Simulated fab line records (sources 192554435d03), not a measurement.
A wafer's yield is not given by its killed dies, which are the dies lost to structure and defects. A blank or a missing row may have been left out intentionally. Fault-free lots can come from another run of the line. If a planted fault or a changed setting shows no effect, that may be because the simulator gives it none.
fab line records	flow n5_finfet
record lots=10	wafers=24	last_day=17
route steps=1938 shown SDB@359 DUMMY_REMOVAL@378 BEOL_M4@1111 PASSIVATION@1936
lots that met no fault: from a run of the same line without faults
start_h: the number of hours between the record's first day and the start of the first shown wafer of the lot	wait_h: hours from the lot's prior step to this one	" as in the row above	L1.1+2: one row covering several wafers at once	- no value, or no start was given	* or withheld: withheld	< > ~ a bound
route shown NAME@n: a module of which the file shows steps, and the number in the route of the first	usual: average and standard deviation across the fault-free wafers	same: alike in all rows	chamber/n: place in a boat	sites: the reading at each site	_std_site: how widely they spread, as a standard deviation	_edge_site: the outer-site mean with the inner-site mean subtracted	radius_mm: for every site, how far away it sits from the centre of the wafer	mask NAME#n: copy n	behind: the tool/chamber that last shaped the wafer	hold: why the lot was held/for how many hours/how that ended	device: whichever transistor did not switch (one of n, p or np)	end of line: at the end of the route, the tests of the same wafers	for a step that has no rows: nothing shown but its recipe	killed: the dies lost at the first sort to structure and to defects; this is not the yield of the wafer	map: the dies of a wafer, with x for killed, . for not killed, _ for no die there
set.NAME: the setting that was run; set.NAME@STEP: the one run at that earlier step	model.NAME: the simulator's own value behind a step, which no gauge read
the route's steps for a sample of lots (tables are steps, rows are wafers)
services: a tool's chamber out of use, with start hour (start_h, from the record's first day; less than 0 if before it), hours out, and reason
## steps
# step N5_SDB_DESCUM_16
# recipe chemistry=O2	time_s=7.9	source_power_w=50	bias_power_w=20	pressure_mtorr=20	rf_frequency_hz=2.712e+07	temp_c=40	resist=CAR-ArF	o2_flow_sccm=225
# usual drypump_motor_current_A=5.6/0.43	oes_product_au=0.79/0.093	rf_vpp_V=243.3/1.2	showerhead_plenum_p_Torr=2.11/0.057	throttle_valve_pct=20.62/0.16
lot.wafer	tool	chamber	start_h	wait_h	drypump_motor_current_A	oes_product_au	rf_hours_counter_h	rf_vpp_V	showerhead_plenum_p_Torr	throttle_valve_pct
L397.4	rie_diel-04	2	73.43	0.0	5.5	0.68	249	243.0	2.09	21.09
L397.6	"	3	"	"	6.2	0.72	-	244.5	2.18	20.59
L400.1	rie_diel-03	0	92.18	0.0	5.8	0.68	217	243.6	2.07	20.55
L400.2	"	1	"	"	6.3	0.88	45	244.3	2.15	20.56
L400.6	"	2	"	"	5.3	0.72	-	243.5	2.16	20.66
L405.1	rie_diel-05	3	128.60	0.0	5.8	0.72	163	243.4	2.11	20.87
L405.2	"	0	"	"	6.0	0.73	166	241.5	2.01	20.50
L405.4	"	0	"	"	6.0	0.74	-	241.6	2.01	20.51
L406.2	rie_diel-05	3	132.53	0.0	5.8	0.71	165	243.0	2.11	20.87
L406.3	"	2	"	"	5.3	0.76	101	243.2	2.15	20.70
L406.6	"	0	"	"	5.9	0.73	-	240.5	2.00	20.52
L409.3	rie_diel-04	3	149.03	0.0	6.3	0.69	225	244.2	2.17	20.62
L409.6	"	0	"	"	4.8	0.85	-	243.3	2.15	20.47
L407.1	rie_diel-05	1	151.87	0.3	5.3	0.96	7	243.3	2.15	20.64
L407.4	"	0	"	"	6.0	0.73	174	241.9	2.00	20.52
L415.3	rie_diel-04	0	180.19	0.0	4.8	0.83	75	242.2	2.14	20.50
L415.4	"	3	"	"	6.2	0.69	-	244.0	2.17	20.62
L416.2	rie_diel-03	3	188.43	0.2	5.5	0.90	28	243.9	2.14	20.43
L416.3	"	1	"	"	6.3	0.81	82	242.6	2.14	20.61
L416.5	"	3	"	"	5.5	0.90	-	243.3	2.13	20.43
L417.5	rie_diel-05	3	191.23	0.0	5.8	0.71	-	243.9	2.10	20.91
L417.6	"	0	"	"	5.9	0.72	-	240.6	2.00	20.54
L418.5	rie_diel-04	1	197.92	0.0	5.3	0.85	-	243.4	2.01	20.41
L418.6	"	0	"	"	4.8	0.83	-	243.9	2.14	20.52
# step N5_SDB_CMP_30
# recipe stop_on=poly-Si	t_overpolish_s=1.54	post_cmp_clean=alkaline_brush	down_force_psi=4.1491	platen_rpm=51.796	pad_velocity_m_s=1.0306	target_thk_nm=30
# usual motor_current_A=12.7/1.5	overpolish_run_s=1.541/0.0084	time_to_endpoint_s=19/3.4
lot.wafer	tool	chamber	start_h	wait_h	motor_current_A	overpolish_run_s	time_to_endpoint_s
L397.4	cmp-04	3	76.97	1.4	12.3	1.552	21
L397.6	"	0	"	"	13.6	1.548	22
L400.1	cmp-03	3	100.69	1.5	11.2	1.540	17
L400.2	"	0	"	"	15.4	1.542	21
L400.6	"	1	"	"	11.0	1.546	27
L405.2	cmp-03	3	132.21	1.4	11.4	1.543	15
L405.1	"	0	"	"	15.8	1.540	15
L405.4	"	1	"	"	10.9	1.537	22
L406.3	cmp-03	2	136.24	1.4	12.1	1.535	18
L406.2	"	0	"	"	15.9	1.548	18
L406.6	"	2	"	"	11.8	1.521	19
L409.3	cmp-03	1	152.67	1.5	11.3	1.535	26
L409.6	"	3	"	"	11.9	1.541	18
L407.4	cmp-04	1	155.64	0.1	13.4	1.551	21
L407.1	"	2	"	"	12.5	1.536	19
L415.3	cmp-03	2	183.73	1.4	12.2	1.550	18
L415.4	"	0	"	"	15.9	1.537	17
L416.3	cmp-01	1	193.28	1.4	15.2	1.554	18
L416.2	"	2	"	"	11.0	1.538	18
L416.5	"	2	"	"	10.8	1.533	21
L417.6	cmp-04	1	194.89	0.2	13.3	1.543	20
L417.5	"	2	"	"	12.8	1.535	21
L418.6	cmp-04	2	202.33	0.2	12.6	1.549	22
L418.5	"	3	"	"	13.4	1.546	21
# step N5_DUMMY_REMOVAL_STRIP_10
# recipe chemistry=N2/H2	time_s=40	power_w=100	temp_c=40	pressure_mtorr=100	rf_frequency_hz=6e+07	bias_power_w=3	n2_flow_sccm=300	h2_flow_sccm=300
# usual drypump_motor_current_A=5.5/0.34	oes_product_au=0.77/0.083	rf_vpp_V=45.3/0.9	showerhead_plenum_p_Torr=3.40/0.089	throttle_valve_pct=12.30/0.27
lot.wafer	tool	chamber	start_h	wait_h	drypump_motor_current_A	oes_product_au	rf_hours_counter_h	rf_vpp_V	showerhead_plenum_p_Torr	throttle_valve_pct
L397.4	rie_diel-01	0	77.36	0.0	5.3	0.95	6	45.3	3.43	12.06
L397.6	"	0	"	"	5.3	0.95	-	47.3	3.43	12.05
L400.1	rie_diel-02	3	101.00	0.0	5.7	0.72	204	44.3	3.35	12.56
L400.2	"	2	"	"	5.7	0.72	221	45.6	3.43	12.15
L400.6	"	0	"	"	5.9	0.92	-	45.3	3.41	11.78
L405.1	rie_diel-06	2	132.56	0.0	5.0	0.88	49	45.0	3.42	12.02
L405.2	"	3	"	"	4.9	0.71	207	45.2	3.19	12.58
L405.4	"	1	"	"	6.0	0.72	201	45.1	3.50	12.58
L406.2	rie_diel-06	3	136.60	0.0	4.9	0.70	208	44.1	3.19	12.62
L406.3	"	1	"	"	6.0	0.70	203	45.6	3.49	12.57
L406.6	"	2	"	"	5.1	0.89	-	44.9	3.42	12.03
L409.3	rie_diel-02	1	152.94	0.0	5.9	0.71	204	44.2	3.34	12.12
L409.6	"	0	"	"	5.9	0.88	-	44.4	3.41	11.84
L407.1	rie_diel-02	1	156.00	0.0	5.9	0.71	205	46.0	3.34	12.14
L407.4	"	3	"	"	5.8	0.70	222	45.0	3.34	12.62
L415.3	rie_diel-02	0	184.14	0.0	5.9	0.87	41	44.0	3.40	11.86
L415.4	"	0	"	"	5.9	0.87	-	45.5	3.40	11.86
L416.2	rie_diel-02	3	193.67	0.0	5.8	0.71	234	44.1	3.33	12.62
L416.3	"	1	"	"	5.9	0.71	214	45.9	3.33	12.14
L416.5	"	3	"	"	5.8	0.70	-	45.2	3.33	12.64
L417.5	rie_diel-06	1	195.16	0.0	6.0	0.70	-	45.0	3.49	12.63
L417.6	"	0	"	"	5.3	0.74	-	46.1	3.52	12.21
L418.5	rie_diel-01	2	202.60	0.0	5.8	0.72	-	45.2	3.34	12.72
L418.6	"	3	"	"	5.2	0.68	-	46.0	3.33	12.54
# step N5_DUMMY_REMOVAL_PRECLEAN_04
# recipe chemistry=DHF	time_s=37	temp_c=25	dilution=500:1
# usual bath_heat_duty_pct=6.1/0.72	run_length_s=44.5/1.7
lot.wafer	tool	chamber	start_h	wait_h	bath_heat_duty_pct	run_length_s
L397.4	wet_bench-04	5	77.76	0.1	6.0	43.1
L397.6	"	1	"	"	6.8	44.3
L400.1	wet_bench-04	1	101.41	0.2	7.2	47.9
L400.2	"	4	"	"	6.9	48.0
L400.6	"	2	"	"	7.1	47.7
L405.1	wet_bench-04	4	132.97	0.2	-	-
L405.2	"	1	"	"	-	-
L405.4	"	3	"	"	-	-
L406.2	wet_bench-03	1	137.00	0.2	-	-
L406.3	"	2	"	"	-	-
L406.6	"	0	"	"	-	-
L409.3	wet_bench-04	7	153.35	0.1	6.4	43.7
L409.6	"	6	"	"	4.9	44.3
L407.1	wet_bench-03	4	156.41	0.2	5.8	44.0
L407.4	"	0	"	"	5.6	42.6
L415.3	wet_bench-03	7	184.55	0.1	6.9	43.9
L415.4	"	5	"	"	6.6	43.3
L416.2	wet_bench-04	4	194.08	0.2	7.2	44.9
L416.3	"	6	"	"	5.9	43.9
L416.5	"	5	"	"	6.4	43.8
L417.5	wet_bench-03	3	195.54	0.1	5.7	43.2
L417.6	"	2	"	"	6.4	45.1
L418.5	wet_bench-06	7	202.97	0.1	5.2	49.3
L418.6	"	0	"	"	6.4	47.9
# step N5_BEOL_M4_RC_MEAS_101
# usual DIBL_N=36.0/2	DIBL_P=35.9/2.5	EOT_N=10.50/0.1	EOT_P=10.45/0.093	IGATE_N=0.0132/0.002	IGATE_P=0.0039/0.00061	IOFF_N=0.16/0.038	IOFF_N_85C=3.1/0.62	IOFF_N_LIN=0.074/0.014	IOFF_P=0.21/0.04	IOFF_P_85C=3.6/0.57	IOFF_P_LIN=0.099/0.014	ION_N=675/14	ION_P=462/9.4	SS_N=71.5/0.75	SS_P=73.2/0.74	VT_N=250/3.9	VT_P=-251/3.2
lot.wafer	tool	chamber	start_h	wait_h	DIBL_N[mV/V]	DIBL_P[mV/V]	EOT_N	EOT_P	IGATE_N[nA/um]	IGATE_P[nA/um]	IOFF_N[nA/um]	IOFF_N_85C[nA/um]	IOFF_N_LIN[nA/um]	IOFF_P[nA/um]	IOFF_P_85C[nA/um]	IOFF_P_LIN[nA/um]	ION_N[uA/um]	ION_P[uA/um]	SS_N[mV/dec]	SS_P[mV/dec]	VT_N[mV]	VT_P[mV]
L397.4	prober-01	0	164.16	0.5	35.2	35.1	10.53	10.55	0.0107	0.0032	0.17	3.4	0.085	0.22	3.8	0.107	691	472	70.9	73.1	244	-245
L397.6	"	0	"	"	36.8	35.2	10.59	10.54	0.0108	0.0033	0.21	3.9	0.093	0.22	3.9	0.108	694	466	71.7	73.5	242	-246
L400.1	prober-01	0	197.12	0.0	37.3	37.2	10.57	10.64	0.0103	0.0031	0.17	3.4	0.073	0.19	3.4	0.088	664	446	72.3	73.7	251	-255
L400.2	"	0	"	"	32.4	31.9	10.45	10.38	0.0147	0.0044	0.11	2.3	0.053	0.14	2.5	0.069	654	445	70.8	72.6	256	-257
L400.6	"	0	"	"	38.7	39.4	10.42	10.49	0.0136	0.0041	0.20	3.9	0.087	0.25	4.2	0.103	670	459	71.8	74.5	246	-251
L405.1	prober-01	0	216.26	0.0	41.8	42.0	13.11	13.12	0.0006	0.0002	0.24	4.4	0.113	0.27	4.4	0.128	620	422	73.1	74.3	245	-250
L405.2	"	0	"	"	44.0	46.8	13.69	13.48	0.0003	0.0001	0.32	5.5	0.147	0.43	6.6	0.181	638	435	72.7	74.9	241	-243
L405.4	"	0	"	"	42.2	43.4	13.53	13.41	0.0004	0.0001	0.25	4.5	0.117	0.30	5.0	0.140	619	428	73.0	74.9	247	-249
L406.2	prober-02	0	229.39	0.2	43.7	44.8	13.25	13.14	0.0005	0.0002	0.36	6.2	0.158	0.37	5.9	0.174	651	444	73.0	74.9	238	-242
L406.3	"	0	"	"	42.1	43.6	13.28	13.23	0.0006	0.0002	0.27	4.9	0.123	0.36	5.7	0.163	623	437	72.9	75.3	245	-244
L406.6	"	0	"	"	43.0	44.5	13.51	13.39	0.0004	0.0001	0.32	5.6	0.148	0.35	5.7	0.167	636	434	72.2	74.3	240	-245
L409.3	prober-01	0	243.21	0.3	37.8	37.0	10.44	10.43	0.0128	0.0038	0.22	4.1	0.086	0.23	4.0	0.105	678	454	72.3	73.3	245	-250
L409.6	"	0	"	"	35.9	37.3	10.59	10.58	0.0111	0.0033	0.17	3.3	0.079	0.24	4.0	0.109	665	459	71.3	73.5	249	-245
L407.1	prober-02	0	249.46	0.0	33.3	33.2	10.41	10.27	0.0157	0.0046	0.11	2.4	0.056	0.15	2.8	0.078	661	450	71.0	72.3	254	-255
L407.4	"	0	"	"	36.6	37.3	10.61	10.52	0.0103	0.0031	0.16	3.2	0.071	0.19	3.3	0.091	656	446	72.3	74.1	253	-255
L415.3	prober-01	0	273.98	0.3	33.9	30.5	10.36	10.25	0.0167	0.0049	0.13	2.5	0.059	0.16	2.8	0.082	653	444	70.8	72.2	252	-256
L415.4	"	0	"	"	39.8	39.0	10.61	10.37	0.0110	0.0032	0.27	4.7	0.112	0.30	5.0	0.132	696	469	72.6	73.9	241	-244
L416.2	prober-01	0	276.71	0.2	36.8	37.8	10.61	10.39	0.0114	0.0034	0.16	3.1	0.074	0.21	3.6	0.098	685	465	71.4	73.6	250	-248
L416.3	"	0	"	"	31.9	32.6	10.48	10.37	0.0142	0.0044	0.09	2.0	0.048	0.15	2.8	0.080	660	463	70.5	71.4	258	-256
L416.5	"	0	"	"	35.9	36.6	10.53	10.48	0.0128	0.0039	0.15	2.9	0.070	0.20	3.5	0.097	676	468	71.2	72.9	251	-251
L417.5	prober-01	0	296.35	0.6	36.6	36.4	10.45	10.60	0.0126	0.0038	0.14	2.8	0.066	0.22	3.6	0.101	661	458	71.7	73.2	253	-250
L417.6	"	0	"	"	37.0	37.0	10.55	10.52	0.0114	0.0034	0.16	3.2	0.074	0.24	4.0	0.110	672	466	71.4	73.7	249	-249
L418.5	prober-01	0	301.39	0.6	34.7	35.0	10.38	10.36	0.0151	0.0046	0.12	2.4	0.058	0.17	3.2	0.088	664	460	71.2	72.7	254	-253
L418.6	"	0	"	"	33.0	31.9	10.60	10.53	0.0107	0.0033	0.11	2.2	0.051	0.15	2.8	0.080	663	464	70.9	71.9	258	-256
# step N5_PASSIVATION_PROBE_49
# usual defect_limited_yield=91.3/1.5	killed_at_M0_to_M3=33/12	killed_at_M4_up=15/5.2	killed_at_contacts=12/5.1	killed_at_front_end=39/11	killed_at_other=5/3.6	killed_dies=103/18	killed_open=67/13	killed_short=33/7.8	sort_bin_4_leakage=0/0	sort_bin_5_function=5.1/0.96	sort_bin_6_memory=3.2/0.71	sort_bin_8_speed=0.01/0.063	sort_n_pass=1077/18	sort_yield_pct=91.3/1.5
# same gross_dies=1180	killed_at_back_side=0
lot.wafer	tool	chamber	start_h	wait_h	defect_limited_yield[%]	killed_at_M0_to_M3	killed_at_M4_up	killed_at_contacts	killed_at_front_end	killed_at_other	killed_dies	killed_open	killed_short	sort_bin_4_leakage[%]	sort_bin_5_function[%]	sort_bin_6_memory[%]	sort_bin_8_speed[%]	sort_n_pass	sort_yield_pct[%]
L397.4	prober-02	-	254.26	0.2	90.4	32	19	6	49	7	113	73	38	0	6.3	2.9	0	1067	90.4
L397.6	prober-02	-	254.36	0.3	88.9	51	18	14	45	3	131	93	38	0	6.1	4.9	0	1049	88.9
L400.1	prober-01	-	292.12	0.0	92.3	16	12	13	46	4	91	68	20	0	4.3	3.0	0	1089	92.3
L400.2	prober-01	-	292.17	0.1	95.3	16	7	5	25	2	55	41	13	0	3.1	1.4	0	1125	95.3
L400.6	prober-01	-	292.37	0.3	92.9	10	21	12	37	4	84	57	23	0	4.9	2.0	0	1096	92.9
L405.1	prober-01	-	313.76	0.0	91.0	23	7	12	60	4	106	79	26	0	5.6	3.3	53.81	439	37.2
L405.2	prober-01	-	313.81	0.1	90.9	21	9	17	58	2	107	64	36	3.81	4.7	3.6	5.17	967	81.9
L405.4	prober-01	-	313.91	0.2	87.5	38	9	11	83	6	147	85	44	0	6.6	4.2	35.25	617	52.3
L406.2	prober-02	-	327.95	0.1	89.3	61	8	13	43	1	126	76	35	3.22	5.7	3.5	0.59	1009	85.5
L406.3	prober-02	-	328.00	0.1	92.8	36	23	3	16	7	85	45	35	0	4.9	2.0	52.29	478	40.5
L406.6	prober-02	-	328.15	0.3	91.3	35	16	6	43	3	103	63	40	1.27	5.5	3.2	11.78	923	78.2
L407.1	prober-02	-	348.45	0.0	91.9	33	15	15	31	2	96	57	39	0	5.0	2.7	0	1084	91.9
L407.4	prober-02	-	348.60	0.2	91.9	34	6	28	22	5	95	56	38	0	4.5	3.2	0	1085	91.9
L409.3	prober-02	-	348.89	0.1	91.1	22	23	7	43	10	105	67	38	0	5.3	3.2	0.08	1074	91.0
L409.6	prober-02	-	349.04	0.3	90.8	24	16	10	57	2	109	66	38	0	5.4	3.0	0	1071	90.8
L415.3	prober-01	-	379.27	0.1	91.0	30	19	14	40	3	106	78	28	0	5.7	3.1	0.68	1066	90.3
L415.4	prober-01	-	379.32	0.2	92.6	23	12	8	37	7	87	66	21	0	4.7	2.5	0	1093	92.6
L416.2	prober-02	-	379.38	0.1	89.8	41	21	15	41	2	120	70	35	0	5.3	3.7	0	1060	89.8
L416.3	prober-02	-	379.43	0.1	92.2	23	18	14	36	1	92	59	24	0	4.0	3.0	0	1088	92.2
L416.5	prober-02	-	379.53	0.2	90.8	21	21	15	48	3	108	70	29	0	5.2	3.1	0	1072	90.8
L417.5	prober-02	-	397.65	0.2	90.7	37	16	5	49	3	110	71	35	0	5.8	3.1	0	1070	90.7
L417.6	prober-02	-	397.70	0.3	90.9	25	17	10	51	4	107	60	38	0	4.8	3.2	0	1073	90.9
L418.5	prober-01	-	401.07	0.2	91.7	27	14	6	43	8	98	60	36	0	5.2	3.1	0	1082	91.7
L418.6	prober-01	-	401.12	0.3	88.9	46	10	18	47	10	131	87	38	0	6.5	4.2	0	1049	88.9
# killed by level:class
L397.4 FIN_SAQP:geometric_particle:open=19 FIN_SAQP:geometric_particle:short=18 BEOL_M5:geometric_particle:open=9 BEOL_M2:geometric_particle:open=7 BEOL_M3:geometric_particle:open=6 MOL_CONTACT_COAG:geometric_particle:open=5 BEOL_M1:geometric_particle:open=5 STI_FIN_REVEAL:geometric_particle:open=4
L397.6 FIN_SAQP:geometric_particle:open=14 BEOL_M0_SAQP:geometric_particle:open=14 BEOL_M2:geometric_particle:open=13 MOL_CONTACT_COAG:geometric_particle:open=10 BEOL_M3:geometric_particle:open=10 BEOL_M0_SAQP:geometric_particle:short=9 FIN_SAQP:geometric_particle:short=8 BEOL_M5:geometric_particle:open=8
L400.1 MOL_CONTACT_COAG:geometric_particle:open=12 FIN_SAQP:geometric_particle:open=8 STI_FIN_REVEAL:geometric_particle:open=7 FIN_SAQP:geometric_particle:short=6 BEOL_M3:geometric_particle:open=6 GATE_CUT:geometric_particle:open=5 BEOL_M4:geometric_particle:open=5 STARTING-WAFER:geometric_particle:open=5
L400.2 BEOL_M3:geometric_particle:open=7 STI_FIN_REVEAL:geometric_particle:open=6 GATE_CUT:geometric_particle:open=6 FIN_SAQP:geometric_particle:open=3 MOL_CONTACT_COAG:geometric_particle:short=3 BEOL_M4:geometric_particle:open=3 GATE_CUT:geometric_particle:short=2 MOL_CONTACT_COAG:geometric_particle:open=2
L400.6 FIN_SAQP:geometric_particle:open=12 MOL_CONTACT_COAG:geometric_particle:open=10 BEOL_M4:geometric_particle:open=6 STI_FIN_REVEAL:geometric_particle:open=4 SPACER0:geometric_particle:short=4 BEOL_M7:geometric_particle:open=4 FIN_SAQP:geometric_particle:short=3 BEOL_M2:geometric_particle:open=3
L405.1 STI_FIN_REVEAL:geometric_particle:open=27 FIN_SAQP:geometric_particle:open=11 MOL_CONTACT_COAG:geometric_particle:open=10 FIN_SAQP:geometric_particle:short=6 BEOL_M2:geometric_particle:open=5 STI_FIN_REVEAL:geometric_particle:short=4 BEOL_M0_SAQP:geometric_particle:open=4 BEOL_M1:geometric_particle:open=4
L405.2 FIN_SAQP:geometric_particle:open=13 MOL_CONTACT_COAG:geometric_particle:open=10 STI_FIN_REVEAL:geometric_particle:open=8 FIN_SAQP:geometric_particle:short=7 MOL_CONTACT_COAG:geometric_particle:short=7 HKMG_FIN:area_etch=7 BEOL_M3:geometric_particle:open=6 STARTING-WAFER:geometric_particle:open=6
L405.4 FIN_SAQP:geometric_particle:short=18 HKMG_FIN:area_etch=16 FIN_SAQP:geometric_particle:open=14 STI_FIN_REVEAL:geometric_particle:open=14 BEOL_M2:geometric_particle:open=10 MOL_CONTACT_COAG:geometric_particle:open=9 DUMMY_GATE:geometric_particle:open=7 BEOL_M0_SAQP:geometric_particle:open=7
L406.2 BEOL_M0_SAQP:geometric_particle:open=14 HKMG_FIN:area_etch=14 BEOL_M0_SAQP:geometric_particle:short=12 BEOL_M3:geometric_particle:open=10 MOL_CONTACT_COAG:geometric_particle:open=9 BEOL_M1:geometric_particle:open=7 FIN_SAQP:geometric_particle:open=6 STI_FIN_REVEAL:geometric_particle:open=6
L406.3 BEOL_M0_SAQP:geometric_particle:short=14 BEOL_M0_SAQP:geometric_particle:open=8 BEOL_M2:geometric_particle:open=7 BEOL_M4:geometric_particle:open=6 BEOL_M5:geometric_particle:short=4 PAD_METAL:geometric_particle:open=4 STARTING-WAFER:geometric_particle:short=4 MOL_CONTACT_COAG:geometric_particle:open=3
L406.6 BEOL_M0_SAQP:geometric_particle:short=11 DUMMY_GATE:geometric_particle:open=10 BEOL_M4:geometric_particle:open=9 STI_FIN_REVEAL:geometric_particle:open=7 MOL_CONTACT_COAG:geometric_particle:open=6 BEOL_M1:geometric_particle:open=6 BEOL_M2:geometric_particle:open=6 FIN_SAQP:geometric_particle:open=5
L407.1 MOL_CONTACT_COAG:geometric_particle:open=10 FIN_SAQP:geometric_particle:short=9 BEOL_M1:geometric_particle:open=7 BEOL_M2:geometric_particle:open=7 STI_FIN_REVEAL:geometric_particle:open=6 MOL_CONTACT_COAG:geometric_particle:short=5 BEOL_M5:geometric_particle:open=5 FIN_SAQP:geometric_particle:open=4
L407.4 MOL_CONTACT_COAG:geometric_particle:open=17 MOL_CONTACT_COAG:geometric_particle:short=11 BEOL_M1:geometric_particle:open=8 GATE_CUT:geometric_particle:open=7 BEOL_M0_SAQP:geometric_particle:short=6 BEOL_M2:geometric_particle:open=5 BEOL_M3:geometric_particle:open=4 STARTING-WAFER:geometric_particle:short=4
L409.3 FIN_SAQP:geometric_particle:short=12 FIN_SAQP:geometric_particle:open=11 STI_FIN_REVEAL:geometric_particle:open=10 BEOL_M0_SAQP:geometric_particle:open=10 BEOL_M4:geometric_particle:open=10 MOL_CONTACT_COAG:geometric_particle:open=6 BEOL_M4:geometric_particle:short=6 MIM_TOP:geometric_particle:open=5
L409.6 STI_FIN_REVEAL:geometric_particle:open=17 GATE_CUT:geometric_particle:short=10 MOL_CONTACT_COAG:geometric_particle:open=10 FIN_SAQP:geometric_particle:short=9 FIN_SAQP:geometric_particle:open=7 BEOL_M0_SAQP:geometric_particle:open=7 BEOL_M0_SAQP:geometric_particle:short=7 BEOL_M4:geometric_particle:open=7
L415.3 BEOL_M2:geometric_particle:open=12 FIN_SAQP:geometric_particle:open=11 STI_FIN_REVEAL:geometric_particle:open=9 MOL_CONTACT_COAG:geometric_particle:open=9 BEOL_M4:geometric_particle:open=7 BEOL_M0_SAQP:geometric_particle:short=6 DUMMY_GATE:geometric_particle:open=5 MOL_CONTACT_COAG:geometric_particle:short=5
L415.4 STI_FIN_REVEAL:geometric_particle:open=10 MOL_CONTACT_COAG:geometric_particle:open=8 GATE_CUT:geometric_particle:open=7 BEOL_M0_SAQP:geometric_particle:short=6 FIN_SAQP:geometric_particle:open=5 BEOL_M1:geometric_particle:open=5 BEOL_M2:geometric_particle:open=5 BEOL_M0_SAQP:geometric_particle:open=4
L416.2 GATE_CUT:geometric_particle:short=9 MOL_CONTACT_COAG:geometric_particle:open=9 BEOL_M1:geometric_particle:open=9 HKMG_FIN:area_etch=8 BEOL_M0_SAQP:geometric_particle:open=7 BEOL_M3:geometric_particle:open=7 BEOL_M0_SAQP:geometric_particle:short=6 BEOL_M2:geometric_particle:open=6
L416.3 MOL_CONTACT_COAG:geometric_particle:open=13 HKMG_FIN:area_etch=9 BEOL_M4:geometric_particle:open=8 GATE_CUT:geometric_particle:short=7 BEOL_M0_SAQP:geometric_particle:open=7 GATE_CUT:geometric_particle:open=5 BEOL_M1:geometric_particle:open=4 BEOL_M3:geometric_particle:open=4
L416.5 MOL_CONTACT_COAG:geometric_particle:open=12 FIN_SAQP:geometric_particle:open=9 GATE_CUT:geometric_particle:short=9 HKMG_FIN:area_etch=8 BEOL_M4:geometric_particle:open=7 DUMMY_GATE:geometric_particle:open=5 BEOL_M1:geometric_particle:open=5 BEOL_M0_SAQP:geometric_particle:open=4
L417.5 GATE_CUT:geometric_particle:short=11 STI_FIN_REVEAL:geometric_particle:open=10 FIN_SAQP:geometric_particle:short=8 BEOL_M0_SAQP:geometric_particle:open=8 BEOL_M3:geometric_particle:open=8 BEOL_M0_SAQP:geometric_particle:short=7 BEOL_M2:geometric_particle:open=7 DUMMY_GATE:geometric_particle:open=6
L417.6 FIN_SAQP:geometric_particle:short=10 FIN_SAQP:geometric_particle:open=9 BEOL_M2:geometric_particle:open=9 MOL_CONTACT_COAG:geometric_particle:open=8 STI_FIN_REVEAL:geometric_particle:open=6 GATE_CUT:geometric_particle:short=6 BEOL_M3:geometric_particle:open=6 HKMG_FIN:area_etch=6
L418.5 STI_FIN_REVEAL:geometric_particle:open=10 FIN_SAQP:geometric_particle:short=8 BEOL_M0_SAQP:geometric_particle:open=7 MOL_CONTACT_COAG:geometric_particle:open=6 BEOL_M3:geometric_particle:open=6 FIN_SAQP:geometric_particle:open=5 BEOL_M2:geometric_particle:open=5 STARTING-WAFER:geometric_particle:short=5
L418.6 BEOL_M2:geometric_particle:open=14 MOL_CONTACT_COAG:geometric_particle:open=13 STI_FIN_REVEAL:geometric_particle:open=11 BEOL_M1:geometric_particle:open=7 FIN_SAQP:geometric_particle:open=6 ILD0:geometric_particle:short=6 BEOL_M0_SAQP:geometric_particle:short=6 BEOL_M3:geometric_particle:open=6
## services
tool	chamber	start_h	hours	kind
rie_diel-02	0	51.40	10.9	repair
cmp-03	-	59.88	3.7	pm
rie_diel-05	0	63.64	5.0	repair
cmp-04	-	78.61	2.0	repair
cmp-01	-	84.66	6.7	repair
rie_diel-01	-	94.56	2.8	pm
rie_diel-01	0	114.37	7.6	repair
rie_diel-06	1	127.09	2.5	repair
cmp-04	-	131.28	3.7	pm
cmp-03	-	139.32	4.0	pm
rie_diel-06	2	139.56	7.7	repair
rie_diel-01	3	142.69	2.2	repair
cmp-03	-	143.32	-	consumable_replace:conditioner
cmp-03	-	143.32	-	consumable_replace:pad
rie_diel-04	3	149.33	7.2	repair
rie_diel-04	2	169.75	12.7	repair
cmp-01	-	170.88	0.9	repair
cmp-01	-	175.34	1.2	repair
rie_diel-02	1	178.83	7.1	repair
cmp-01	-	181.64	5.3	repair
cmp-01	-	189.61	2.0	repair
cmp-03	-	192.54	2.2	repair
rie_diel-02	2	196.07	-	clean
cmp-03	-	202.26	2.2	repair
## key
first_sign step=N5_DUMMY_REMOVAL_PRECLEAN_04	reading=tool_record	direction=missing
effect step=N5_BEOL_M4_RC_MEAS_101	reading=EOT_P	direction=up	sigmas=31	usual=10.45	struck=13.30
effect step=N5_BEOL_M4_RC_MEAS_101	reading=EOT_N	direction=up	sigmas=29	usual=10.50	struck=13.39
effect step=N5_BEOL_M4_RC_MEAS_101	reading=IGATE_N	direction=down	sigmas=6.3	usual=0.0132	struck=0.0005
effect step=N5_BEOL_M4_RC_MEAS_101	reading=IGATE_P	direction=down	sigmas=6.3	usual=0.0039	struck=0.0001
effect step=N5_BEOL_M4_RC_MEAS_101	reading=IOFF_N_LIN	direction=up	sigmas=4.3	usual=0.074	struck=0.134
effect step=N5_BEOL_M4_RC_MEAS_101	reading=IOFF_P_LIN	direction=up	sigmas=4.3	usual=0.099	struck=0.159
effect step=N5_BEOL_M4_RC_MEAS_101	reading=IOFF_P	direction=up	sigmas=3.5	usual=0.21	struck=0.35
effect step=N5_BEOL_M4_RC_MEAS_101	reading=IOFF_N	direction=up	sigmas=3.4	usual=0.16	struck=0.29
effect step=N5_BEOL_M4_RC_MEAS_101	reading=IOFF_P_85C	direction=up	sigmas=3.4	usual=3.6	struck=5.6
effect step=N5_BEOL_M4_RC_MEAS_101	reading=DIBL_N	direction=up	sigmas=3.3	usual=36.0	struck=42.8
effect step=N5_BEOL_M4_RC_MEAS_101	reading=DIBL_P	direction=up	sigmas=3.3	usual=35.9	struck=44.2
effect step=N5_BEOL_M4_RC_MEAS_101	reading=IOFF_N_85C	direction=up	sigmas=3.3	usual=3.1	struck=5.2
effect step=N5_PASSIVATION_PROBE_49	reading=sort_bin_8_speed	direction=up	sigmas=99+	usual=0.01	struck=26.48
met_at N5_DUMMY_REMOVAL_PRECLEAN_04
struck_lots L405,L406
baseline_loss step=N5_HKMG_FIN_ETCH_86	wafers=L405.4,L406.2
not_acting_at N5_SDB_DESCUM_16,N5_SDB_CMP_30,N5_DUMMY_REMOVAL_STRIP_10
onset_between 101.41 132.97
fault kind=skipped_step_whole	tool=wet_bench-03,wet_bench-04	chamber=-	onset_h=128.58	steps=N5_DUMMY_REMOVAL_PRECLEAN_04	scope=struck_lots_only
# baseline_loss: these wafers lose ten dies or more at that step, a loss of the line's own and not of a fault; the sort's usual values leave them out
